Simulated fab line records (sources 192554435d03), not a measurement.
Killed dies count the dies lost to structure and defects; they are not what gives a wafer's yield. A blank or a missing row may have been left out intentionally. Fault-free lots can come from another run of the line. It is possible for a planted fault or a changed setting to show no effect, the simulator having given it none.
2 desks looking at one fault	flow n5-finfet	every desk sees just its own numbers, and what lay behind them comes last

== THE METROLOGY DESK ==
Lot by lot, what the gauges showed, no matter which tool ran the lot: averages of those sampled wafers that carry a number. If a lot's mean is further than 4 standard deviations from the usual mean, the lot is out of limits and carries the mark OUT (the distance appears in the brackets). Readings shown: 7 of its 10, picked as those furthest out on some lot.
Columns: A = DIBL_N at N5_BEOL_M4_RC_MEAS_101, usual 35.8 mV/V; B = DIBL_P at N5_BEOL_M4_RC_MEAS_101, usual 35.9 mV/V; C = IOFF_N at N5_BEOL_M4_RC_MEAS_101, usual 0.152 nA/um; D = ION_N at N5_BEOL_M4_RC_MEAS_101, usual 672 uA/um; E = SS_N at N5_BEOL_M4_RC_MEAS_101, usual 71.5 mV/dec; F = SS_P at N5_BEOL_M4_RC_MEAS_101, usual 73.2 mV/dec; G = VT_P at N5_BEOL_M4_RC_MEAS_101, usual -250 mV
lot	first seen here	A	B	C	D	E	F	G
L247	day 8 04:01	36.4	36.3	0.153	674	71.6	73.0	-248
L249	day 8 10:56	37.2	36.5	0.162	677	71.7	73.5	-247
L252	day 9 10:22	36.3	34.5	0.150	667	71.1	73.4	-248
L253	day 10 03:01	37.1	38.5	0.163	677	71.0	73.7	-253
L259	day 10 20:46	35.6	36.4	0.150	672	71.5	74.2	-250
L260	day 11 04:14	34.2	33.5	0.117	657	71.1	73.0	-251
L261	day 11 06:28	35.5	35.6	0.143	672	71.8	73.2	-250
L262	day 11 21:38	36.5	37.3	0.160	673	71.8	73.4	-250
L266	day 12 21:50	35.9	38.4	0.172	683	71.5	73.6	-249
L267	day 13 01:29	34.1	34.9	0.142	667	71.4	73.0	-247
Finding of this desk: none of the 10 lots has anything out of limits.

== FOR THE TOOL OWNER'S DESK: ald-metal-01 ==
The tool's own readings at N5_HKMG_FIN_ALD_91 (deposits TiN, target thk 1 nm, pulse time 1 s, purge time 3 s): means of the sampled wafers that have a number, for each lot that ran on this tool. If a lot's mean is further than 4 standard deviations from the usual mean, the lot is out of limits and carries the mark OUT (the distance appears in the brackets).
Columns: A = heater-power-w at N5_HKMG_FIN_ALD_91, usual 893 W; B = precursor-pulse-height-rel at N5_HKMG_FIN_ALD_91, usual 1.000
lot	first seen here	A	B
L249	day 4 14:46	814	1.001
L252	day 5 12:23	840	1.016
L259	day 7 05:32	803	1.001
L260	day 7 10:55	840	0.997
L261	day 7 17:00	827	1.004
Finding of this desk: none of the 5 lots has anything out of limits.

== BROUGHT TOGETHER ==
At the metrology desk, nothing out of limits was observed.
The desk of the tool owner found nothing out of limits.

== WHAT THE SIMULATOR PUT IN ==
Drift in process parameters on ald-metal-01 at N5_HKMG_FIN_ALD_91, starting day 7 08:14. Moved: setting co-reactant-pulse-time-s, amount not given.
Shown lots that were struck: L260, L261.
